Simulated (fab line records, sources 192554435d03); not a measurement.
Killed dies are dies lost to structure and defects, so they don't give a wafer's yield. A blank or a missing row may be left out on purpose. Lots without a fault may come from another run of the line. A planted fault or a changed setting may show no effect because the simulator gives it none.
Which tool did it? | flow n5_finfet | 9 lots, 25 wafers sampled, at 5 steps of a route of 1938

WHAT THE GAUGES READ, wafer by wafer
N5_SDB_THK_MEAS_31. Usual: SDB_THK 63.5 nm, standard deviation 1.3.
lot  | measured    | on            | SDB_THK (nm)   | flag
L467 | day 4 09:43 | film_metro-02 | 62.7 65.7 62.7 |
L468 | day 4 10:31 | film_metro-02 | 63.4 63.9 63.4 |
L469 | day 4 19:58 | film_metro-02 | 62.8 64.9 63.7 |
L470 | day 4 22:07 | film_metro-01 | 62.5 61.7 62.8 |
L472 | day 5 14:36 | film_metro-02 | 60.0 63.0 64.3 |
L474 | day 6 00:54 | film_metro-02 | 61.6 64.9      |
L480 | day 7 12:38 | film_metro-01 | 61.8 64.6      |
L486 | day 9 01:47 | film_metro-01 | 64.0 65.0 65.6 |
L489 | day 9 16:35 | film_metro-01 | 62.4 66.1 64.0 |

N5_HKMG_FIN_CD_MEAS_49: target cd 202 nm. Usual: cd_nm 201.7 nm, standard deviation 0.89.
lot  | measured    | on        | cd_nm (nm)        | flag
L467 | day 4 11:10 | cd_sem-01 | 202.3 203.5 201.4 |
L468 | day 4 11:58 | cd_sem-02 | 202.1 201.2 201.4 |
L469 | day 4 21:46 | cd_sem-01 | 202.8 200.7 202.5 |
L470 | day 4 23:34 | cd_sem-02 | 201.8 203.1 202.7 |
L472 | day 5 16:14 | cd_sem-01 | 201.5 201.1 200.0 |
L474 | day 6 02:20 | cd_sem-01 | 200.9 200.6       |
L480 | day 7 14:04 | cd_sem-01 | 201.2 202.8       |
L486 | day 9 03:31 | cd_sem-03 | 200.9 200.4 200.8 |
L489 | day 9 18:09 | cd_sem-03 | 201.4 201.5 201.1 |

N5_BEOL_M4_RC_MEAS_101. Usual: DIBL_N 36.7 mV/V, standard deviation 2.4; DIBL_P 37.4 mV/V, standard deviation 2.9; IOFF_N 0.18 nA/um, standard deviation 0.05; IOFF_N_85C 3.4 nA/um, standard deviation 0.81; IOFF_N_LIN 0.080 nA/um, standard deviation 0.018; IOFF_N_LONG 5.5e-05 nA/um, standard deviation 3.2e-06; IOFF_P 0.23 nA/um, standard deviation 0.058; ION_N 683 uA/um, standard deviation 16; ION_P 467 uA/um, standard deviation 11; SS_N 71.7 mV/dec, standard deviation 0.77; SS_P 73.5 mV/dec, standard deviation 0.87; VT_N 249 mV, standard deviation 4.3; VT_N_LONG 274.9 mV, standard deviation 1.9; VT_P -250 mV, standard deviation 4.4; VT_P_LVT -98 mV, standard deviation 3.7.
lot  | measured     | on        | DIBL_N (mV/V)  | DIBL_P (mV/V)  | IOFF_N (nA/um) | IOFF_N_85C (nA/um) | IOFF_N_LIN (nA/um) | IOFF_N_LONG (nA/um)     | IOFF_P (nA/um) | ION_N (uA/um) | ION_P (uA/um) | SS_N (mV/dec)  | SS_P (mV/dec)  | VT_N (mV)   | VT_N_LONG (mV)    | VT_P (mV)      | VT_P_LVT (mV)  | flag
L467 | day 8 08:13  | prober-02 | 35.9 35.8 38.7 | 34.4 36.3 38.9 | 0.14 0.16 0.21 | 2.8 3.1 4.0        | 0.062 0.076 0.094  | 5.5e-05 5.5e-05 5.5e-05 | 0.17 0.21 0.25 | 669 697 704   | 455 481 479   | 71.1 71.3 71.7 | 72.3 73.1 74.3 | 254 247 247 | 274.1 273.4 273.9 | -253 -251 -248 | -101 -98 -96   |
L468 | day 8 05:15  | prober-01 | 40.3 39.0 38.0 | 40.8 38.0 38.5 | 0.21 0.17 0.17 | 4.0 3.4 3.3        | 0.093 0.077 0.075  | 5.2e-05 5.2e-05 5e-05   | 0.26 0.21 0.23 | 705 685 665   | 477 461 456   | 72.5 72.2 71.6 | 74.6 73.5 73.4 | 248 250 250 | 275.9 274.9 272.6 | -248 -254 -252 | -98 -100 -100  |
L469 | day 8 13:13  | prober-02 | 44.2 35.3 38.9 | 45.7 36.6 40.1 | 0.35 0.15 0.20 | 6.2 3.0 3.7        | 0.134 0.071 0.084  | 5.2e-05 5.1e-05 5.2e-05 | 0.40 0.23 0.28 | 696 685 669   | 473 471 463   | 73.9 71.3 72.6 | 76.2 73.1 73.9 | 242 251 247 | 277.3 276.9 278.3 | -242 -250 -247 | -93 -99 -98    |
L470 | day 8 22:30  | prober-01 | 37.9 33.1 34.5 | 36.9 32.0 32.7 | 0.17 0.11 0.12 | 3.2 2.3 2.4        | 0.074 0.055 0.057  | 5.2e-05 5.3e-05 5.3e-05 | 0.20 0.14 0.14 | 657 679 660   | 450 458 447   | 72.0 71.3 70.7 | 73.5 71.7 72.0 | 251 252 257 | 274.1 274.9 275.7 | -251 -257 -256 | -101 -106 -104 |
L472 | day 9 09:02  | prober-01 | 36.1 37.2 36.5 | 36.6 36.7 36.5 | 0.17 0.17 0.17 | 3.3 3.4 3.3        | 0.080 0.079 0.078  | 6.1e-05 6e-05 6.2e-05   | 0.26 0.24 0.24 | 687 664 688   | 481 454 474   | 71.3 72.0 71.9 | 73.1 73.6 73.3 | 246 249 249 | 273.6 274.1 273.0 | -246 -246 -248 | -93 -96 -95    |
L474 | day 9 17:10  | prober-01 | 39.1 35.8      | 37.9 35.5      | 0.23 20.35     | 4.3 185.8          | 0.091 9.214        | 5.8e-05 0.006408        | 0.31 0.25      | 676 871       | 473 475       | 73.1 71.4      | 73.8 73.0      | 245 112     | 273.7 135.0       | -244 -248      | -94 -128       | OFF
L480 | day 11 11:25 | prober-02 | 40.2 36.4      | 40.8 36.5      | 0.23 23.00     | 4.2 201.1          | 0.100 10.945       | 6e-05 0.007666          | 0.29 0.22      | 690 886       | 473 476       | 73.1 71.3      | 74.3 72.9      | 243 106     | 274.6 131.7       | -246 -249      | -93 -129       | OFF
L486 | day 12 21:37 | prober-01 | 37.9 34.5 35.7 | 40.9 35.3 38.1 | 0.19 0.13 0.16 | 3.7 2.6 3.2        | 0.087 0.063 0.077  | 5.5e-05 5.7e-05 5.6e-05 | 0.23 0.15 0.19 | 669 664 666   | 459 449 449   | 72.2 71.4 71.5 | 73.8 72.8 73.4 | 248 251 247 | 273.0 276.7 273.8 | -251 -256 -254 | -98 -103 -100  |
L489 | day 13 12:54 | prober-02 | 36.6 37.9 37.5 | 38.0 38.7 39.5 | 0.18 0.18 0.22 | 3.5 3.5 4.0        | 0.087 0.085 0.097  | 5.7e-05 5.6e-05 5.7e-05 | 0.20 0.21 0.24 | 698 673 697   | 473 456 466   | 71.7 71.9 72.2 | 73.0 73.6 73.6 | 247 249 243 | 273.0 274.3 273.3 | -252 -252 -249 | -97 -98 -94    |

WHICH TOOL RAN EACH LOT (tool, then ch and the chambers of the sampled wafers, then the start)
lot  | N5_HKMG_FIN_ETCH_58               | N5_HKMG_FIN_STRIP_93
L467 | rie_diel-03 ch 0,2,3, day 4 11:32 | rie_diel-03 ch 0,2,3, day 4 11:58
L468 | rie_diel-03 ch 1,2,3, day 4 12:22 | rie_diel-03 ch 1,2,3, day 4 12:47
L469 | rie_diel-04 ch 0,1,3, day 4 22:16 | rie_diel-04 ch 0,1,3, day 4 22:41
L470 | rie_diel-04 ch 1,2,3, day 4 23:57 | rie_diel-04 ch 1,2,3, day 5 00:22
L472 | rie_diel-03 ch 0,1,2, day 5 16:41 | rie_diel-03 ch 0,1,2, day 5 17:07
L474 | rie_diel-04 ch 1,3, day 6 02:52   | rie_diel-04 ch 1,3, day 6 03:17
L480 | rie_diel-04 ch 2,3, day 7 14:28   | rie_diel-04 ch 2,3, day 7 14:53
L486 | rie_diel-03 ch 0,1,2, day 9 04:09 | rie_diel-03 ch 0,1,2, day 9 04:35
L489 | rie_diel-03 ch 1,2,3, day 9 19:08 | rie_diel-03 ch 1,2,3, day 9 19:33
- N5_HKMG_FIN_ETCH_58: etches SOC in N2/H2, target depth 215.8 nm, time 741 s.
- N5_HKMG_FIN_STRIP_93: strips SOC in N2/H2, time 20 s.

WHAT THE TOOLS THEMSELVES READ (means of the sampled wafers that have a number; where no wafer has one, the mark that the record gives instead)
N5_HKMG_FIN_ETCH_58. Usual: drypump_motor_current_A 5.7 A, standard deviation 0.45; h2_flow_sccm 199.9 sccm, standard deviation 0.59; oes_product_au 0.81 a.u., standard deviation 0.093; rf_vpp_V 99.3 V, standard deviation 1; run_length_s 764.5 s, standard deviation 0.36; showerhead_plenum_p_Torr 2.58 Torr, standard deviation 0.11; throttle_valve_pct 17.8 %, standard deviation 0.32.
lot  | tool        | drypump_motor_current_A (A) | h2_flow_sccm (sccm) | oes_product_au (a.u.) | rf_vpp_V (V) | run_length_s (s) | showerhead_plenum_p_Torr (Torr) | throttle_valve_pct (%) | flag
L467 | rie_diel-03 | 6.0                         | 200.3               | 0.75                  | 99.5         | 764.4            | 2.58                            | 18.0                   |
L468 | rie_diel-03 | 5.6                         | 199.6               | 0.82                  | 98.9         | 764.4            | 2.59                            | 17.6                   |
L469 | rie_diel-04 | 5.4                         | 199.5               | 0.89                  | 98.8         | 764.7            | 2.56                            | 17.8                   |
L470 | rie_diel-04 | 5.3                         | 200.3               | 0.87                  | 99.5         | 765.0            | 2.54                            | 17.7                   |
L472 | rie_diel-03 | 5.8                         | 200.6               | 0.82                  | 98.9         | 764.4            | 2.60                            | 17.7                   |
L474 | rie_diel-04 | 5.5                         | 200.0               | 0.82                  | 98.5         | 629.8            | 2.47                            | 17.9                   | OFF
L480 | rie_diel-04 | 5.0                         | 199.8               | 0.78                  | 99.0         | 629.6            | 2.56                            | 17.7                   | OFF
L486 | rie_diel-03 | 5.8                         | 199.7               | 0.79                  | 99.6         | 764.7            | 2.58                            | 17.7                   |
L489 | rie_diel-03 | 5.6                         | 199.5               | 0.78                  | 98.5         | 764.4            | 2.57                            | 17.7                   |

N5_HKMG_FIN_STRIP_93. Usual: drypump_motor_current_A 5.7 A, standard deviation 0.45; h2_flow_sccm 300.0 sccm, standard deviation 0.9; oes_product_au 0.80 a.u., standard deviation 0.094; rf_vpp_V 54.2 V, standard deviation 0.96; showerhead_plenum_p_Torr 3.41 Torr, standard deviation 0.14; throttle_valve_pct 19.0 %, standard deviation 0.46.
lot  | tool        | drypump_motor_current_A (A) | h2_flow_sccm (sccm) | oes_product_au (a.u.) | rf_vpp_V (V) | showerhead_plenum_p_Torr (Torr) | throttle_valve_pct (%) | flag
L467 | rie_diel-03 | 6.0                         | 300.2               | 0.75                  | 54.0         | 3.41                            | 19.1                   |
L468 | rie_diel-03 | 5.6                         | 299.2               | 0.83                  | 54.0         | 3.42                            | 18.7                   |
L469 | rie_diel-04 | 5.5                         | 300.9               | 0.89                  | 54.8         | 3.38                            | 19.2                   |
L470 | rie_diel-04 | 5.3                         | 300.1               | 0.87                  | 53.8         | 3.36                            | 19.0                   |
L472 | rie_diel-03 | 5.8                         | 300.4               | 0.82                  | 54.5         | 3.42                            | 18.7                   |
L474 | rie_diel-04 | 5.5                         | 299.6               | 0.84                  | 53.9         | 3.27                            | 19.2                   |
L480 | rie_diel-04 | 5.0                         | 299.9               | 0.79                  | 53.5         | 3.38                            | 18.9                   |
L486 | rie_diel-03 | 5.8                         | 299.8               | 0.80                  | 53.7         | 3.41                            | 18.8                   |
L489 | rie_diel-03 | 5.6                         | 299.6               | 0.77                  | 54.7         | 3.39                            | 18.7                   |

THE ANSWER, worked out from the rows above alone
Rule: a lot is off if the mean of its wafers that have a number lies more than 3 standard deviations from the usual mean. A lot without any number at a reading at which 4 lots or more have one is off too. The other lots that the step has rows for count as sound. The gauges are gone through in route order, then the tools' own readings, and for those a lot's mean is taken as printed above. The first step at which some lot is off is used, and at that step the reading that is off furthest; a lot without a number counts as furthest.
Off: L474, L480, at N5_BEOL_M4_RC_MEAS_101 (IOFF_N_LONG).
A tool fits if, at a process step before that reading, it ran every lot that is off, and no sound lot after the first of them. The gauges at N5_BEOL_M4_RC_MEAS_101 aren't tried: what is off there is off at N5_HKMG_FIN_ETCH_58 too, on other tools, and a gauge's error can't cause that. One fits: rie_diel-04 at N5_HKMG_FIN_ETCH_58 and N5_HKMG_FIN_STRIP_93. At N5_HKMG_FIN_ETCH_58 its last sound lot is L470 (day 4 23:57), its first lot that is off L474 (day 6 02:52): a fault that began between those two fits.
The tool's own readings at N5_HKMG_FIN_ETCH_58 bear it out: on the lots that are off they differ by more than 5 times the standard deviation of the sound lots' means. run_length_s reads 629.7 s there against 764.6 s on the sound lots.

WHAT THE SIMULATOR HAD PUT IN
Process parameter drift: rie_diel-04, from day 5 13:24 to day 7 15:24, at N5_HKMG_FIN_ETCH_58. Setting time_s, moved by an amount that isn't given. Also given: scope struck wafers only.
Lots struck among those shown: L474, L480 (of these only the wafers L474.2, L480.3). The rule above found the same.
